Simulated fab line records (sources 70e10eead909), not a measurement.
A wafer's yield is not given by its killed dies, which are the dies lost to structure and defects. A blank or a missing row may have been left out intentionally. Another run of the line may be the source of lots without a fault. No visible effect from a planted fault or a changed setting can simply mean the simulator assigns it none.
Chamber matching	flow nand_harc	cmp-02 running NHARC_A_M0_CMP_23: 4 sister chambers
The step polishes, t overpolish 20 s, target thk 113.75 nm. 14 wafers are shown with their chamber, then 7 later ones without.

EACH WAFER AND ITS CHAMBER
wafer	chamber	motor_current_A (A)	time_to_endpoint_s (s)
L228.1	0	12.9	26.5
L228.4	3	10.0	26.7
L228.6	3	9.2	28.3
L231.2	1	9.8	29.3
L231.4	2	10.6	32.4
L231.6	3	9.8	30.6
L230.3	0	13.0	29.8
L230.4	3	9.7	32.3
L230.6	3	9.7	30.7
L242.1	1	9.9	32.1
L242.2	2	10.4	30.6
L242.3	3	10.4	31.2
L239.3	3	9.9	32.0
L239.4	2	10.8	30.2

SIGNATURES (averages over the wafers above)
reading	chamber 0	chamber 1	chamber 2	chamber 3	scatter within a chamber
motor_current_A	12.950	9.850	10.600	9.814	0.296
time_to_endpoint_s	28.150	30.700	31.067	30.257	1.92
Rule: distance of a wafer from a chamber = root of the sum over the readings of ((wafer's reading minus chamber's mean) / reading's scatter) squared. If the next closest chamber is less than 2 further off than the closest, the wafer can't be placed; otherwise it belongs to the closest. The scatter: the root of (the sum of the squares of (reading less its chamber's mean) over the shown wafers, divided by (wafers less chambers)).

WAFERS MISSING THEIR CHAMBER
wafer	motor_current_A (A)	time_to_endpoint_s (s)
L239.6	13.5	28.5
L241.2	9.7	30.3
L241.5	13.5	28.3
L241.6	10.4	30.2
L243.2	11.4	26.4
L243.5	10.2	26.7
L243.6	11.1	26.2

WHICH CHAMBER EACH ONE RAN IN
wafer	from the rows above	in truth
L239.6	0	0
L241.2	can't be placed: 3 or 1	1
L241.5	0	0
L241.6	can't be placed: 2 or 1 or 3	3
L243.2	can't be placed: 2 or 0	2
L243.5	can't be placed: 3 or 1 or 2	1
L243.6	can't be placed: 2 or 1 or 3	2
2 of 7 placed correctly. Unplaceable from these rows: 5, with the true chamber sitting among the candidates in 5. 0 placed wrongly.
